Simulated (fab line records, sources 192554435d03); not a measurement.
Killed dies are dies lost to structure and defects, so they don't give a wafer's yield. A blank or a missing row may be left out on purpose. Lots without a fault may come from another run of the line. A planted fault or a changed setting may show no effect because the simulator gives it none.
Chamber matching | flow n5_finfet | N5_BEOL_M8_CURE_75 on uv_cure-03: 3 sister chambers
The step cures SiCOH lowk, time 120 s. 3 wafers are shown with their chamber, then 11 later ones without.

WAFERS WITH THEIR CHAMBER
wafer  | chamber | wafer_temp_C_max
L081.6 | 2       | 371.1
L085.5 | 0       | 370.8
L084.4 | 1       | 372.1

WAFERS WITHOUT THEIR CHAMBER
wafer  | wafer_temp_C_max
L084.5 | 372.3
L084.6 | 371.7
L086.1 | 371.7
L086.3 | 371.0
L086.5 | 371.5
L087.2 | 371.0
L087.5 | 370.6
L087.6 | 370.9
L088.1 | 370.9
L088.3 | 370.9
L088.5 | 371.0

WHICH CHAMBER EACH WENT THROUGH
wafer  | from the rows above          | in truth
L084.5 | 1                            | 1
L084.6 | can't be placed: 1 or 2      | 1
L086.1 | can't be placed: 1 or 2      | 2
L086.3 | can't be placed: 2 or 0      | 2
L086.5 | can't be placed: 2 or 1 or 0 | 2
L087.2 | can't be placed: 2 or 0      | 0
L087.5 | can't be placed: 0 or 2      | 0
L087.6 | can't be placed: 0 or 2      | 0
L088.1 | can't be placed: 0 or 2      | 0
L088.3 | can't be placed: 0 or 2      | 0
L088.5 | can't be placed: 2 or 0      | 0
Placed correctly: 1 of 11. Can't be placed from these rows: 10 (the true chamber is among the candidates in 10). Placed wrongly: 0.
How it was worked out, from the rows above alone: a wafer's distance from a chamber is the root of the sum, over the readings, of the square of ((its reading less the chamber's mean) divided by the reading's scatter). The wafer belongs to the nearest chamber; if the next one is less than 2 further off, it can't be placed. A chamber's mean is the mean of its shown wafers. The scatter: with one shown wafer a chamber, the root of the mean of the squares of how far each hidden wafer lies from its nearest shown one.
